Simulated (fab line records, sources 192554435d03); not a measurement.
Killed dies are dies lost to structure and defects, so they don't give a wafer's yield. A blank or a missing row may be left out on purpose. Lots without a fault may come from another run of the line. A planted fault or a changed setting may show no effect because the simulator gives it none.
fab line records | flow n5_finfet
record lots=4 wafers=10 last_day=19
route steps=1938 shown BEOL_M4@1099 BEOL_M5@1112 BEOL_M13@1710 PASSIVATION@1936
lots that met no fault: from a run of the same line without faults
start_h: hours from the record's first day to the start of the lot's first wafer shown | wait_h: hours since the lot's step before | " the same as in the row above | L1.1+2: a row that stands for several wafers | - no value, or no start given | * or withheld: withheld | < > ~ a bound
route shown NAME@n: a module of which the file shows steps, and the number in the route of the first | usual: mean/standard deviation of fault-free wafers | same: alike in all rows | chamber/n: place in a boat | sites: the reading at each site | _std_site: their standard deviation | _edge_site: outer sites' mean less inner sites' | radius_mm: how far each site lies from the wafer's centre | mask NAME#n: copy n | behind: the tool/chamber that last shaped the wafer | hold: why the lot was held/for how many hours/how that ended | device: the transistor (n, p or np) that didn't switch | end of line: the same wafers' tests at the end of the route | a step without rows: its recipe alone | killed: dies lost to structure and defects at the first sort, not the wafer's yield | map: a wafer's dies, x killed, . not, _ none there
set.NAME: the setting as run; set.NAME@STEP: as run at that earlier step | model.NAME: the simulator's own value behind a step, which no gauge read
lots at some steps of the route; a table a step, a row a wafer
services: from which hour (start_h, from the record's first day; less than 0 if before it) a tool's chamber was out of use, for how many hours, and why
## steps
# step N5_BEOL_M4_ANNEAL_95
# recipe temp_c=400 time_s=240 ambient=vacuum
# step N5_BEOL_M4_SPUTTER_96
# recipe material=Cu target_thk_a=45 temp_c=-20 chamber_pressure_pa=0.07 power_w=withheld time_s=8.29
# step N5_BEOL_M4_ECD_50
# recipe material=Cu target_thk_a=3000
# step N5_BEOL_M4_ANNEAL_51
# recipe temp_c=225 time_s=90 ambient=N2
# step N5_BEOL_M4_CMP_52
# recipe stop_on=SiOC t_overpolish_s=6.8 down_force_psi=1 platen_rpm=50 clearing_platen_down_force_psi=1.5 clearing_platen_rpm=50 post_cmp_clean=cu_alkaline target_thk_nm=40 clearing_platen_pad_velocity_m_s=0.99484 pad_velocity_m_s=0.99484
# step N5_BEOL_M4_PRE_CLEAN_60
# recipe gas=NH3/H2 time_s=15 temp_c=* rf_power_w=300
# step N5_BEOL_M4_CO_CAP_55
# recipe material=Co target_thk_a=20 temp_c=200 precursor=CCTBA/H2 pressure_torr=30 time_s=102.1
# step N5_BEOL_M4_PRE_CLEAN_56
# recipe gas=NH3 time_s=15 temp_c=withheld rf_power_w=300
# step N5_BEOL_M4_DEP_57
# recipe material=SiCN target_thk_a=80 temp_c=withheld precursor=3MS/NH3 pressure_torr=3 rf_w=202 time_s=14
# step N5_BEOL_M4_RC_MEAS_101
# usual DIBL_N=36.1/1.9 DIBL_P=36.1/2.4 IOFF_N=0.15/0.032 IOFF_P=0.21/0.036 ION_N=673/12 ION_P=463/7.6 SS_N=71.5/0.63 SS_P=73.1/0.65 VT_N=251/3.1 VT_P=-250/3.2
# columns lot.wafer tool chamber start_h wait_h DIBL_N[mV/V] DIBL_P[mV/V] IOFF_N[nA/um] IOFF_P[nA/um] ION_N[uA/um] ION_P[uA/um] SS_N[mV/dec] SS_P[mV/dec] VT_N[mV] VT_P[mV]
L674.1 prober-02 0 262.27 0.0 37.3 37.3 0.15 0.23 679 472 71.3 74.1 251 -246
L674.3 " 0 " " 38.0 37.5 0.16 0.24 680 466 71.7 74.0 250 -248
L674.4 " 0 " " 37.0 36.2 0.14 0.21 669 466 71.8 73.1 251 -249
L684.5 prober-02 0 336.61 0.6 38.3 39.9 0.19 0.26 670 464 72.7 74.3 249 -250
L684.6 " 0 " " 35.8 37.4 0.16 0.21 685 475 71.4 73.3 250 -249
L687.3 prober-01 0 344.59 0.3 36.4 36.1 0.16 0.22 680 463 72.4 73.6 250 -251
L687.6 " 0 " " 38.3 39.5 0.20 0.28 702 482 71.5 74.2 247 -245
L688.1 prober-01 0 359.44 0.0 37.0 37.6 0.17 0.21 694 469 72.1 72.8 246 -251
L688.3 " 0 " " 36.1 35.3 0.14 0.18 671 459 71.2 72.0 251 -252
L688.6 " 0 " " 37.3 37.7 0.16 0.21 675 460 71.3 73.5 251 -248
# step N5_BEOL_M5_ILD_DEP_00
# recipe material=SiCOH_lowk target_thk_a=1406.4 temp_c=300 precursor=DEMS/porogen pressure_torr=5 rf_w=500 time_s=25.9
# step N5_BEOL_M5_CURE_79
# recipe temp_c=385 time_s=240 ambient=He/Ar material=SiCOH_lowk
# step N5_BEOL_M5_PECVD_70
# recipe material=SiO2 target_thk_a=160 temp_c=400 precursor=TEOS/O2 pressure_torr=5.5 rf_w=450 teos_flow_sccm=53.8 gas=O2 flow_sccm=3000 time_s=18
# step N5_BEOL_M5_HM_DEP_02
# recipe material=TiN target_thk_a=200 temp_c=25 chamber_pressure_pa=0.49996
# step N5_BEOL_M5_COAT_59
# recipe resist=SOC temp_c=250 time_s=60 spin_rpm=1500 resist_thk_nm=60
# step N5_BEOL_M5_COAT_60
# recipe resist=SiARC temp_c=220 time_s=60 spin_rpm=1500 resist_thk_nm=12
# step N5_BEOL_M5_COAT_71
# recipe resist=underlayer temp_c=205 time_s=60 spin_rpm=1500 resist_thk_nm=5
# step N5_BEOL_M5_COAT_05
# recipe resist=CAR-EUV spin_rpm=1500 resist_thk_nm=30
# step N5_BEOL_M5_EBR_07
# recipe solvent=PGMEA ebr_width_mm=1.5
# step N5_BEOL_M5_SOFTBAKE_06
# recipe temp_c=110 time_s=60 resist=CAR-EUV
# step N5_BEOL_M5_EXPOSE_08
# recipe mask_id=M5 na=0.33 source_shape=annular sigma_inner=0.4 sigma_outer=0.8 polarization=unpolarized target_cd_nm=28 dose_mj=35.75
# step N5_BEOL_M5_PEB_09
# recipe peb_temp_c=100 peb_time_s=60 resist=CAR-EUV
# step N5_BEOL_M5_DEVELOP_10
# recipe develop_time_s=30 developer=TMAH resist=CAR-EUV rinse_liquid=surfactant_rinse dry=air_spin dev_temp_c=23
# step N5_BEOL_M5_DESCUM_16
# recipe chemistry=O2 time_s=7 source_power_w=50 bias_power_w=20 pressure_mtorr=20 rf_frequency_hz=2.712e+07 temp_c=40 resist=CAR-EUV o2_flow_sccm=225
# step N5_BEOL_M5_ETCH_72
# recipe chemistry=N2/H2 target=underlayer target_depth_a=65 mask_material=CAR-EUV time_s=5.2 ion_energy_ev=200 pressure_mtorr=30 source_w=840 bias_w=150 n2_flow_sccm=200 h2_flow_sccm=200 ends=cleared
# step N5_BEOL_M5_ETCH_61
# recipe chemistry=CF4 target=SiARC target_depth_a=156 mask_material=CAR-EUV time_s=26 ion_energy_ev=80 pressure_mtorr=40 source_w=545 bias_w=36 Ar_flow_sccm=100 cf4_flow_sccm=100 ends=cleared
# step N5_BEOL_M5_ETCH_62
# recipe chemistry=N2/H2 target=SOC target_depth_a=750 overetch_a=150 mask_material=SiARC temp_c=40 time_s=112.5 ion_energy_ev=200 pressure_mtorr=30 source_w=840 bias_w=150 n2_flow_sccm=200 h2_flow_sccm=200
# step N5_BEOL_M5_STRIP_63
# recipe chemistry=N2/H2 temp_c=40 n2_flow_sccm=200 h2_flow_sccm=200 rf_frequency_hz=6e+07
# step N5_BEOL_M5_STRIP_73
# recipe chemistry=N2/H2 temp_c=40 n2_flow_sccm=200 h2_flow_sccm=200 rf_frequency_hz=6e+07
# step N5_BEOL_M5_STRIP_64
# recipe chemistry=CF4 resist=SiARC power_w=300 bias_power_w=75 pressure_mtorr=50 cf4_flow_sccm=150 rf_frequency_hz=6e+07
# step N5_BEOL_M5_HM_OPEN_17
# recipe chemistry=Cl2/BCl3 target_depth_a=200 overetch_a=60 target=TiN mask_material=SOC ion_energy_ev=150 pressure_mtorr=10 icp_w=1000 bias_w=126 Cl2_flow_sccm=53.25 bcl3_flow_sccm=21.75 Ar_flow_sccm=25
# step N5_BEOL_M5_STRIP_19
# recipe chemistry=O2 power_w=400 temp_c=40 pressure_mtorr=30 rf_frequency_hz=6e+07 bias_power_w=0 overash_fraction=0.2 o2_flow_sccm=225
# step N5_BEOL_M5_COAT_65
# recipe resist=SOC temp_c=250 time_s=60 spin_rpm=1500 resist_thk_nm=60
# step N5_BEOL_M5_COAT_66
# recipe resist=SiARC temp_c=220 time_s=60 spin_rpm=1500 resist_thk_nm=12
# step N5_BEOL_M13_CMP_49
# recipe stop_on=SiOC t_overpolish_s=17.1 down_force_psi=1 platen_rpm=50 clearing_platen_down_force_psi=1.5 clearing_platen_rpm=50 post_cmp_clean=cu_alkaline target_thk_nm=420 clearing_platen_pad_velocity_m_s=0.99484 pad_velocity_m_s=0.99484
# usual barrier_field_endpoint_s=30.4/0.71 motor_current_A=5.9/0.64 overpolish_run_s=17.099/0.0094
# columns lot.wafer tool chamber start_h wait_h barrier_field_endpoint_s motor_current_A overpolish_run_s
L674.3 cmp-02 1 346.26 0.2 29.7 5.6 17.091
L674.1 " 3 " " 30.2 5.9 17.105
L674.4 " 0 " " 29.2 5.9 17.098
L684.5 cmp-02 2 417.89 0.2 61.5 6.3 0.040
L684.6 " 3 " " 60.9 6.0 0.591
L687.3 cmp-02 2 424.15 0.2 31.5 7.0 17.113
L687.6 " 2 " " 60.5 6.4 0.999
L688.1 cmp-01 2 430.52 0.3 29.8 6.6 17.087
L688.3 " 1 " " 31.4 6.1 17.094
L688.6 " 2 " " 30.0 6.5 17.090
# step N5_BEOL_M13_THK_MEAS_50
# recipe thk_meas_gauge=xrf reads=Cu_of_BEOL_M13_ECD_47
# usual M13_THK=420/7.1
# columns lot.wafer tool chamber start_h wait_h M13_THK[nm]
L674.1 film_metro-01 - 346.56 - 417
L674.3 " - " " 423
L674.4 " - " " 419
L684.5 film_metro-02 - 418.04 - 775
L684.6 " - " " 766
L687.3 film_metro-01 - 424.41 - 419
L687.6 " - " " 805
L688.1 film_metro-02 - 430.82 - 410
L688.3 " - " " 416
L688.6 " - " " 417
# step N5_BEOL_M13_INSPECT_55
# recipe inspect_instrument=darkfield mode=post_dep
# usual raw_defect_count=64/21
# columns lot.wafer tool chamber start_h wait_h raw_defect_count
L674.1 defect_inspect-01 - 346.71 0.0 39
L674.3 " - " " 45
L674.4 " - " " 39
L684.5 defect_inspect-01 - 418.21 0.0 3183
L684.6 " - " " 3103
L687.3 defect_inspect-01 - 424.56 0.0 44
L687.6 " - " " 3216
L688.1 defect_inspect-02 - 430.98 0.0 45
L688.3 " - " " 41
L688.6 " - " " 53
# step N5_PASSIVATION_PROBE_49
# usual defect_limited_yield=91.4/1.2 killed_at_M0_to_M3=34/9.1 killed_at_M4_up=14/5.8 killed_at_contacts=13/6 killed_at_front_end=38/10 killed_at_other=3.2/2.7 killed_dies=102/14 killed_on_rim=13/3.6 killed_open=68/11 killed_short=32/7.2 sort_bin_5_function=5.1/0.83 sort_bin_6_memory=3.2/0.56 sort_n_pass=1078/14 sort_yield_pct=91.4/1.2
# same gross_dies=1180 killed_at_back_side=0 sort_bin_4_leakage[%]=0 sort_bin_8_speed[%]=0
# columns lot.wafer tool chamber start_h wait_h defect_limited_yield[%] killed_at_M0_to_M3 killed_at_M4_up killed_at_contacts killed_at_front_end killed_at_other killed_dies killed_on_rim killed_open killed_short sort_bin_5_function[%] sort_bin_6_memory[%] sort_n_pass sort_yield_pct[%]
L674.1 prober-01 - 375.20 0.0 92.6 31 9 19 27 1 87 9 58 28 4.3 2.9 1093 92.6
L674.3 prober-01 - 375.30 0.1 90.6 42 13 26 23 7 111 8 88 22 5.7 3.5 1069 90.6
L674.4 prober-01 - 375.35 0.2 91.8 44 4 15 27 7 97 14 72 25 5.3 2.6 1083 91.8
L684.5 prober-02 - 445.38 0.2 0 31 1094 10 41 4 1180 152 86 35 5.4 4.6 0 0
L684.6 prober-02 - 445.43 0.3 0 32 1094 19 32 3 1180 152 88 27 6.1 3.5 0 0
L687.3 prober-02 - 450.52 0.1 93.4 29 8 7 34 0 78 11 56 22 4.0 2.5 1102 93.4
L687.6 prober-02 - 450.67 0.3 0 52 1085 8 32 3 1180 152 76 33 5.3 3.7 0 0
L688.1 prober-01 - 455.91 0.0 91.0 28 18 17 43 0 106 14 63 39 5.6 2.5 1074 91.0
L688.3 prober-01 - 456.01 0.1 92.1 33 10 15 34 1 93 16 55 38 4.3 3.0 1087 92.1
L688.6 prober-01 - 456.16 0.3 90.6 35 18 7 49 2 111 19 71 35 5.8 3.3 1069 90.6
# killed by level:class
L674.1 MOL_CONTACT_COAG:geometric_particle:open=13 BEOL_M3:geometric_particle:open=10 MOL_CONTACT_COAG:geometric_particle:short=6 BEOL_M1:geometric_particle:open=6 STI_FIN_REVEAL:geometric_particle:open=5 FIN_SAQP:geometric_particle:short=4 GATE_CUT:geometric_particle:short=4 BEOL_M7:geometric_particle:open=4
L674.3 MOL_CONTACT_COAG:geometric_particle:open=25 BEOL_M3:geometric_particle:open=11 STI_FIN_REVEAL:geometric_particle:open=8 BEOL_M2:geometric_particle:open=8 BEOL_M0_SAQP:geometric_particle:open=7 FIN_SAQP:geometric_particle:short=5 BEOL_M0_SAQP:geometric_particle:short=5 BEOL_M1:geometric_particle:open=5
L674.4 BEOL_M3:geometric_particle:open=15 MOL_CONTACT_COAG:geometric_particle:open=13 BEOL_M0_SAQP:geometric_particle:short=7 STI_FIN_REVEAL:geometric_particle:open=6 BEOL_M0_SAQP:geometric_particle:open=6 BEOL_M2:geometric_particle:open=6 STARTING-WAFER:geometric_particle:open=6 FIN_SAQP:geometric_particle:open=5
L684.5 BEOL_M13:area_cmp=1059 BEOL_M4:geometric_particle:open=24 FIN_SAQP:geometric_particle:open=12 MOL_CONTACT_COAG:geometric_particle:open=7 BEOL_M0_SAQP:geometric_particle:short=7 BEOL_M1:geometric_particle:open=7 DUMMY_GATE:geometric_particle:open=6 BEOL_M3:geometric_particle:open=6
L684.6 BEOL_M13:area_cmp=1065 MOL_CONTACT_COAG:geometric_particle:open=17 BEOL_M4:geometric_particle:open=15 STI_FIN_REVEAL:geometric_particle:open=11 BEOL_M0_SAQP:geometric_particle:open=9 BEOL_M2:geometric_particle:open=8 BEOL_M3:geometric_particle:short=6 STI_FIN_REVEAL:geometric_particle:short=5
L687.3 FIN_SAQP:geometric_particle:open=13 BEOL_M2:geometric_particle:open=9 MOL_CONTACT_COAG:geometric_particle:open=7 BEOL_M0_SAQP:geometric_particle:short=7 FIN_SAQP:geometric_particle:short=5 DUMMY_GATE:geometric_particle:open=5 STI_FIN_REVEAL:geometric_particle:open=3 BEOL_M0:geometric_particle:open=3
L687.6 BEOL_M13:area_cmp=1068 BEOL_M0_SAQP:geometric_particle:short=16 BEOL_M2:geometric_particle:open=15 BEOL_M4:geometric_particle:open=11 FIN_SAQP:geometric_particle:open=9 BEOL_M0_SAQP:geometric_particle:open=7 MOL_CONTACT_COAG:geometric_particle:open=6 BEOL_M1:geometric_particle:open=5
L688.1 MOL_CONTACT_COAG:geometric_particle:open=12 FIN_SAQP:geometric_particle:open=8 STI_FIN_REVEAL:geometric_particle:open=7 GATE_CUT:geometric_particle:short=7 BEOL_M3:geometric_particle:short=6 BEOL_M4:geometric_particle:open=5 MOL_CONTACT_COAG:geometric_particle:short=5 BEOL_M2:geometric_particle:short=5
L688.3 MOL_CONTACT_COAG:geometric_particle:open=13 BEOL_M0_SAQP:geometric_particle:short=9 BEOL_M0_SAQP:geometric_particle:open=9 GATE_CUT:geometric_particle:short=8 BEOL_M2:geometric_particle:open=7 FIN_SAQP:geometric_particle:open=5 FIN_SAQP:geometric_particle:short=4 DUMMY_GATE:geometric_particle:open=4
L688.6 DUMMY_GATE:geometric_particle:open=12 FIN_SAQP:geometric_particle:short=9 BEOL_M2:geometric_particle:open=9 BEOL_M0_SAQP:geometric_particle:short=8 BEOL_M4:geometric_particle:open=6 STI_FIN_REVEAL:geometric_particle:open=5 GATE_CUT:geometric_particle:short=5 MOL_CONTACT_COAG:geometric_particle:open=5
# map L684.5 (x killed, . not)
_________________xxxxxxxxxxxx________________
______________xxxxxxxxxxxxxxxxxx_____________
___________xxxxxxxxxxxxxxxxxxxxxxxx__________
__________xxxxxxxxxxxxxxxxxxxxxxxxxx_________
________xxxxxxxxxxxxxxxxxxxxxxxxxxxxxx_______
_______xxxxxxxxxxxxxxxxxxxxxxxxxxxxxxxx______
______xxxxxxxxxxxxxxxxxxxxxxxxxxxxxxxxxx_____
_____xxxxxxxxxxxxxxxxxxxxxxxxxxxxxxxxxxxx____
____xxxxxxxxxxxxxxxxxxxxxxxxxxxxxxxxxxxxxx___
___xxxxxxxxxxxxxxxxxxxxxxxxxxxxxxxxxxxxxxxx__
___xxxxxxxxxxxxxxxxxxxxxxxxxxxxxxxxxxxxxxxx__
__xxxxxxxxxxxxxxxxxxxxxxxxxxxxxxxxxxxxxxxxxx_
__xxxxxxxxxxxxxxxxxxxxxxxxxxxxxxxxxxxxxxxxxx_
_xxxxxxxxxxxxxxxxxxxxxxxxxxxxxxxxxxxxxxxxxxxx
_xxxxxxxxxxxxxxxxxxxxxxxxxxxxxxxxxxxxxxxxxxxx
_xxxxxxxxxxxxxxxxxxxxxxxxxxxxxxxxxxxxxxxxxxxx
_xxxxxxxxxxxxxxxxxxxxxxxxxxxxxxxxxxxxxxxxxxxx
_xxxxxxxxxxxxxxxxxxxxxxxxxxxxxxxxxxxxxxxxxxxx
_xxxxxxxxxxxxxxxxxxxxxxxxxxxxxxxxxxxxxxxxxxxx
_xxxxxxxxxxxxxxxxxxxxxxxxxxxxxxxxxxxxxxxxxxxx
_xxxxxxxxxxxxxxxxxxxxxxxxxxxxxxxxxxxxxxxxxxxx
__xxxxxxxxxxxxxxxxxxxxxxxxxxxxxxxxxxxxxxxxxx_
__xxxxxxxxxxxxxxxxxxxxxxxxxxxxxxxxxxxxxxxxxx_
___xxxxxxxxxxxxxxxxxxxxxxxxxxxxxxxxxxxxxxxx__
___xxxxxxxxxxxxxxxxxxxxxxxxxxxxxxxxxxxxxxxx__
____xxxxxxxxxxxxxxxxxxxxxxxxxxxxxxxxxxxxxx___
_____xxxxxxxxxxxxxxxxxxxxxxxxxxxxxxxxxxxx____
______xxxxxxxxxxxxxxxxxxxxxxxxxxxxxxxxxx_____
_______xxxxxxxxxxxxxxxxxxxxxxxxxxxxxxxx______
________xxxxxxxxxxxxxxxxxxxxxxxxxxxxxx_______
__________xxxxxxxxxxxxxxxxxxxxxxxxxx_________
___________xxxxxxxxxxxxxxxxxxxxxxxx__________
______________xxxxxxxxxxxxxxxxxx_____________
_________________xxxxxxxxxxxx________________
# map L687.6 (x killed, . not)
_________________xxxxxxxxxxxx________________
______________xxxxxxxxxxxxxxxxxx_____________
___________xxxxxxxxxxxxxxxxxxxxxxxx__________
__________xxxxxxxxxxxxxxxxxxxxxxxxxx_________
________xxxxxxxxxxxxxxxxxxxxxxxxxxxxxx_______
_______xxxxxxxxxxxxxxxxxxxxxxxxxxxxxxxx______
______xxxxxxxxxxxxxxxxxxxxxxxxxxxxxxxxxx_____
_____xxxxxxxxxxxxxxxxxxxxxxxxxxxxxxxxxxxx____
____xxxxxxxxxxxxxxxxxxxxxxxxxxxxxxxxxxxxxx___
___xxxxxxxxxxxxxxxxxxxxxxxxxxxxxxxxxxxxxxxx__
___xxxxxxxxxxxxxxxxxxxxxxxxxxxxxxxxxxxxxxxx__
__xxxxxxxxxxxxxxxxxxxxxxxxxxxxxxxxxxxxxxxxxx_
__xxxxxxxxxxxxxxxxxxxxxxxxxxxxxxxxxxxxxxxxxx_
_xxxxxxxxxxxxxxxxxxxxxxxxxxxxxxxxxxxxxxxxxxxx
_xxxxxxxxxxxxxxxxxxxxxxxxxxxxxxxxxxxxxxxxxxxx
_xxxxxxxxxxxxxxxxxxxxxxxxxxxxxxxxxxxxxxxxxxxx
_xxxxxxxxxxxxxxxxxxxxxxxxxxxxxxxxxxxxxxxxxxxx
_xxxxxxxxxxxxxxxxxxxxxxxxxxxxxxxxxxxxxxxxxxxx
_xxxxxxxxxxxxxxxxxxxxxxxxxxxxxxxxxxxxxxxxxxxx
_xxxxxxxxxxxxxxxxxxxxxxxxxxxxxxxxxxxxxxxxxxxx
_xxxxxxxxxxxxxxxxxxxxxxxxxxxxxxxxxxxxxxxxxxxx
__xxxxxxxxxxxxxxxxxxxxxxxxxxxxxxxxxxxxxxxxxx_
__xxxxxxxxxxxxxxxxxxxxxxxxxxxxxxxxxxxxxxxxxx_
___xxxxxxxxxxxxxxxxxxxxxxxxxxxxxxxxxxxxxxxx__
___xxxxxxxxxxxxxxxxxxxxxxxxxxxxxxxxxxxxxxxx__
____xxxxxxxxxxxxxxxxxxxxxxxxxxxxxxxxxxxxxx___
_____xxxxxxxxxxxxxxxxxxxxxxxxxxxxxxxxxxxx____
______xxxxxxxxxxxxxxxxxxxxxxxxxxxxxxxxxx_____
_______xxxxxxxxxxxxxxxxxxxxxxxxxxxxxxxx______
________xxxxxxxxxxxxxxxxxxxxxxxxxxxxxx_______
__________xxxxxxxxxxxxxxxxxxxxxxxxxx_________
___________xxxxxxxxxxxxxxxxxxxxxxxx__________
______________xxxxxxxxxxxxxxxxxx_____________
_________________xxxxxxxxxxxx________________
## services
# columns tool chamber start_h hours kind
cmp-01 - 330.42 4.0 pm
cmp-01 - 334.42 - consumable_replace:conditioner
cmp-01 - 334.42 - consumable_replace:pad
cmp-02 - 359.47 1.0 repair
cmp-02 - 362.22 2.2 repair
cmp-02 - 372.54 1.5 repair
cmp-01 - 373.41 0.7 repair
cmp-02 - 390.53 2.9 repair
cmp-01 - 409.18 13.5 pm
## key
first_sign step=N5_BEOL_M13_CMP_49 reading=overpolish_run_s direction=down sigmas=99+ usual=17.099 struck=0.543
effect step=N5_BEOL_M13_CMP_49 reading=barrier_field_endpoint_s direction=up sigmas=43 usual=30.4 struck=61.0
effect step=N5_BEOL_M13_THK_MEAS_50 reading=M13_THK direction=up sigmas=51 usual=420 struck=782
effect step=N5_BEOL_M13_INSPECT_55 reading=raw_defect_count direction=up sigmas=99+ usual=64 struck=3167
effect step=N5_PASSIVATION_PROBE_49 reading=killed_at_M4_up direction=up sigmas=99+ usual=14 struck=1091
more_kills_born_at N5_BEOL_M13_CMP_49@cmp-02=3192
met_at N5_BEOL_M13_CMP_49
struck_wafers L684.5,L684.6,L687.6
later_rows_left_out L684.5,L684.6,L687.6
onset_between 346.26 417.89
fault kind=process_parameter_drift tool=cmp-02 chamber=- onset_h=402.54 steps=N5_BEOL_M13_CMP_49 channel=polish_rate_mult offset=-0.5 shape=step end_h=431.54 scope=struck_wafers_only
# later_rows_left_out: the simulator's readings of these wafers behind a module that went badly wrong aren't trusted and aren't shown, but for the sort
